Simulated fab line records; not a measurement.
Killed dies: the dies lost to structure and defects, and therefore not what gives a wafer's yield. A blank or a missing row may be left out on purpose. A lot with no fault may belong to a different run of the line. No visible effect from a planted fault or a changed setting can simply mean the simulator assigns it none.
Chamber matching	flow n5 finfet	N5_BEOL_M8_DESCUM_33 on rie diel-04 has 4 sister chambers
The step chemistry O2, time 7 s. 14 wafers are shown with their chamber, then 7 later ones without.

## WAFERS, EACH WITH ITS CHAMBER
wafer	chamber	drypump motor current A (A)	showerhead plenum p Torr (Torr)	throttle valve pct (%)
L074.1	2	6.3	2.05	20.70
L074.4	1	5.8	1.99	20.25
L074.6	1	5.9	1.99	20.24
L079.3	3	5.1	2.09	20.57
L079.4	2	6.3	2.04	20.72
L079.5	1	5.8	1.98	20.27
L078.1	1	5.9	1.98	20.26
L078.2	3	5.1	2.09	20.56
L078.3	2	6.3	2.04	20.72
L080.2	1	5.8	1.98	20.25
L080.3	3	5.1	2.09	20.59
L080.6	1	5.8	1.98	20.26
L081.2	1	5.8	1.98	20.27
L081.3	0	5.8	2.14	20.38

SIGNATURES (averages over the wafers above)
reading	chamber 0	chamber 1	chamber 2	chamber 3	scatter within a chamber
drypump motor current A	5.800	5.829	6.300	5.100	0.0378
showerhead plenum p Torr	2.1400	1.9829	2.0433	2.0900	0.00458
throttle valve pct	20.3800	20.2571	20.7133	20.5733	0.0121
Rule: a wafer's distance from a chamber is the root of the sum, over the readings, of the square of ((its reading less the chamber's mean) divided by the reading's scatter). The wafer belongs to the nearest chamber; if the next one is less than 2 further off, it can't be placed. How the scatter is found: for the shown wafers, subtract from each reading the mean of its chamber, square and add these, divide the total by (wafers less chambers), then take the root.

## WAFERS WITH NO CHAMBER GIVEN
wafer	drypump motor current A (A)	showerhead plenum p Torr (Torr)	throttle valve pct (%)
L081.4	5.1	2.08	20.57
L088.3	6.3	2.04	20.74
L088.4	5.8	2.13	20.40
L088.5	5.9	1.98	20.28
L097.1	5.7	2.13	20.08
L097.2	5.8	1.97	20.31
L097.5	5.9	1.97	20.32

## CHAMBER TAKEN BY EACH
wafer	from the rows above	in truth
L081.4	3	3
L088.3	2	2
L088.4	0	0
L088.5	1	1
L097.1	0	0
L097.2	1	1
L097.5	1	1
Correctly placed: 7 of 7. From these rows, 0 cannot be placed. 0 placed wrongly.
